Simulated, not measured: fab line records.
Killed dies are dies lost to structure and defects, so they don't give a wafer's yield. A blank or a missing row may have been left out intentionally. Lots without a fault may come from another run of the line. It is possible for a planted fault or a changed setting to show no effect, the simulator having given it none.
A lot that was struck, set against a sound lot ; flow n5_finfet ; 16 steps out of a route of 1938
Sound: the wafers L836.1, L836.3, L836.4. Wafers struck: L848.1, L848.2, L848.6. The cause comes at the end.
At each step with rows: each side's tool, then ch and its chambers, then its first start. Under that, the readings that differ: sound wafers ; struck wafers ; difference of the means ; sigmas: that difference in standard deviations of wafers without a fault.
alike: same words and numbers on both sides, and readings whose means sit less than 2 such deviations apart. not compared: any withheld reading, any reading some wafer has no value for, any bound like >300 that may hide the same value, and any number with overlapping values for which the record gives no deviation.
Wherever a step has rows on one side only, a row that says differs or no value, or a row with sigmas, the two part there. Non-overlapping numbers with no deviation appear without sigmas and do not part them. Lack of a reading on every wafer of one side parts them only where that side has two or more wafers.

first, 1 step without rows for these wafers: N5_SD_EPI_N_STRIP_47 (strips in CHF3/O2).
N5_SD_EPI_N_SD_RECESS_17: chemistry HBr/Cl2/O2, target depth 41 nm, time 23.7 s, bt time 3 s.
  sound on rie_si-06 ch 1,2,3, day 3 03:16; struck on rie_si-03 ch 0,1,3, day 6 04:56
  alike: drypump_motor_current_A, oes_product_au, throttle_valve_pct
  not compared: rf_hours_counter_h
N5_SD_EPI_N_STRIP_38: strips in N2/H2.
  sound on plasma_asher-02 ch 0,1, day 3 03:22; struck on plasma_asher-02 ch 0,1, day 6 05:02
  alike: drypump_motor_current_A, h2_flow_sccm, heater_power_w, oes_product_au
  not compared: rf_hours_counter_h
then, 4 steps without rows for these wafers: N5_SD_EPI_N_WET_ETCH_43 (etches SiO2 in dHF, time 14 s, target depth 1.5 nm); N5_SD_EPI_N_STRIP_18 (strips in SPM, time 750 s); N5_SD_EPI_N_SRD_20 (time 30 s); N5_SD_EPI_N_PRECLEAN_48 (cleans in NF3:NH3, afs cycles 2, time 20 s, sublimation time 60 s).
N5_SD_EPI_N_VAPOR_ETCH_50: etches Si in HCl, time 54 s.
  sound on epi_rpcvd-03 ch 0, day 3 04:05; struck on epi_rpcvd-01 ch 0, day 6 05:45
reading;sound;struck;difference;sigmas
lamp_inner_pct (%);24.2 24.3 24.4;20.2 20.1 20.2;-4.1;-2
throttle_valve_pct (%);12.1 12.6 12.4;11.5 11.3 11.6;-0.9;-2
then, 1 step without rows for these wafers: N5_SD_EPI_N_EPI_21 (deposits Si:P, time 690 s).
N5_SD_EPI_N_EPI_MEAS_23:
  struck on film_metro-01, day 6 07:38; sound on film_metro-02, day 3 05:58
  alike: thk_nm
then, 2 steps without rows for these wafers: N5_SD_EPI_N_PRECLEAN_24 (cleans in O3/DIW, time 60 s); N5_SD_EPI_N_SRD_25 (time 30 s).
N5_SD_EPI_N_PRECLEAN_49: cleans in NF3:NH3, afs cycles 1, time 20 s, sublimation time 60 s.
  sound on remote_plasma-01 ch 1, day 3 06:05; struck on remote_plasma-02 ch 0, day 6 07:45
reading;sound;struck;difference;sigmas
time_s (s);20 20 20;19.004 19.004 19.004;-0.996;
N5_SD_EPI_N_LINER_46: material SiNx, target thk 3 nm.
  sound on ald_sin-04 ch 0,1,2, day 3 06:31; struck on ald_sin-04 ch 1,2,3, day 6 08:10
  alike: heater_power_w
-- a jump in the record: the struck wafers' starts before and after are 5 days apart (it breaks off in module SD_EPI_N and resumes in module BEOL_M4, where the first step shown is number 1111 of the route) --
N5_BEOL_M4_RC_MEAS_101:
  sound on prober-02 ch 0, day 8 18:53; struck on prober-01 ch 0, day 11 08:59
  alike: DIBL_N, DIBL_P, IOFF_N, IOFF_P, ION_N, ION_P, SS_N, SS_P, VT_N, VT_P
-- a jump in the record: the struck wafers' starts before and after are 4 days apart (it breaks off in module BEOL_M4 and resumes in module PASSIVATION, where the first step shown is number 1936 of the route) --
N5_PASSIVATION_PROBE_49:
  struck on prober-02, day 15 10:51; sound on prober-02, day 13 05:40
reading;sound;struck;difference;sigmas
killed_at_M0_to_M3;41 48 54;16 27 12;-29;-3
sort_bin_8_speed (%);0 0.08 0;0 0 0;+0;-2
  alike: defect_limited_yield, killed_at_M4_up, killed_at_contacts, killed_at_front_end, killed_at_other, killed_dies, killed_open, killed_short, sort_bin_5_function, sort_bin_6_memory, sort_n_pass, sort_yield_pct

== WHERE THEY PART ==
Earliest at N5_SD_EPI_N_VAPOR_ETCH_50; latest, in this record, at N5_PASSIVATION_PROBE_49.

WHY: what had been put in by the simulator
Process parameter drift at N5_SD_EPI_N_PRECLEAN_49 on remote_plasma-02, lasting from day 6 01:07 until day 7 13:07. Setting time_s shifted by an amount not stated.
